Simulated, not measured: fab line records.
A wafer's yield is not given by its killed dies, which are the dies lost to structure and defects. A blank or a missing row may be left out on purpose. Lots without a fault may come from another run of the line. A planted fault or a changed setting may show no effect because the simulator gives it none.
Matching of chambers -- flow nandHarc -- rieDiel-05 running NHARC_A_BONDPAD_DESCUM_11: 4 sister chambers
The step chemistry O2, time 3 s. 42 wafers are shown with their chamber, then 12 later ones without.

WAFERS, EACH WITH ITS CHAMBER
wafer,chamber,showerheadPlenumPTorr (Torr),drypumpMotorCurrentA (A),oesProductAu (a.u.)
L076.4,3,1.89,5.9,1.011
L076.5,0,1.99,5.5,1.016
L076.6,3,1.89,5.9,1.008
L074.1,1,1.98,5.2,1.002
L074.2,3,1.89,5.9,1.006
L074.4,2,2.06,5.4,1.013
L075.3,0,1.99,5.5,1.019
L075.5,1,1.98,5.2,1.001
L075.6,2,2.06,5.4,1.005
L077.1,2,2.06,5.4,1.008
L077.2,1,1.98,5.2,1.007
L077.3,3,1.89,6.0,1.008
L078.1,1,1.98,5.2,1.001
L078.2,2,2.06,5.4,1.009
L078.4,3,1.89,6.0,1.013
L080.3,0,1.99,5.5,1.010
L080.4,2,2.06,5.4,0.994
L080.5,2,2.06,5.4,0.994
L082.1,3,1.89,5.9,0.998
L082.4,3,1.89,5.9,0.998
L082.5,2,2.06,5.4,0.988
L084.2,0,1.99,5.5,1.018
L084.5,3,1.89,5.9,0.986
L084.6,2,2.06,5.4,0.993
L086.1,1,1.98,5.2,1.004
L086.2,2,2.06,5.4,1.004
L086.5,1,1.98,5.2,0.998
L085.1,0,1.99,5.4,1.026
L085.2,2,2.06,5.4,0.995
L085.4,3,1.89,5.9,1.002
L087.1,0,1.99,5.5,1.012
L087.4,1,1.98,5.2,1.007
L087.6,2,2.06,5.4,0.995
L089.3,3,1.89,5.9,0.996
L089.4,0,1.99,5.5,1.028
L089.6,1,1.97,5.2,1.016
L088.4,3,1.89,6.0,1.003
L088.5,0,1.99,5.5,1.028
L088.6,1,1.98,5.2,1.007
L092.1,2,2.05,5.4,1.012
L092.4,3,1.89,5.9,0.997
L092.5,1,1.97,5.2,1.007

SIGNATURES (means of the wafers above)
reading,chamber 0,chamber 1,chamber 2,chamber 3,scatter within a chamber
showerheadPlenumPTorr,1.9900,1.9780,2.0592,1.8900,0.00257
drypumpMotorCurrentA,5.487,5.200,5.400,5.925,0.0287
oesProductAu,1.01963,1.00500,1.00083,1.00217,0.00729
Rule: distance of a wafer from a chamber = root of the sum over the readings of ((wafer's reading minus chamber's mean) / reading's scatter) squared. If the next closest chamber is less than 2 further off than the closest, the wafer can't be placed; otherwise it belongs to the closest. The scatter: take each reading less its chamber's mean, square it, sum over the shown wafers, divide by the number of wafers less the number of chambers, and take the root.

WAFERS MISSING THEIR CHAMBER
wafer,showerheadPlenumPTorr (Torr),drypumpMotorCurrentA (A),oesProductAu (a.u.)
L093.2,1.89,6.0,0.994
L093.3,1.99,5.5,1.011
L093.4,2.05,5.4,0.994
L096.2,1.97,5.2,0.998
L096.4,1.89,6.0,0.995
L096.5,2.05,5.4,1.009
L095.1,1.97,5.2,0.985
L095.3,1.99,5.5,1.019
L095.6,1.97,5.2,1.002
L097.1,1.89,5.9,1.009
L097.3,2.05,5.4,1.003
L097.4,1.97,5.2,0.997

WHICH CHAMBER EACH ONE RAN IN
wafer,from the rows above,in truth
L093.2,3,3
L093.3,0,0
L093.4,2,2
L096.2,1,1
L096.4,3,3
L096.5,2,2
L095.1,1,1
L095.3,0,0
L095.6,1,1
L097.1,3,3
L097.3,2,2
L097.4,1,1
Placed correctly: 12 of 12. Number that these rows cannot place: 0. Placed wrongly: 0.
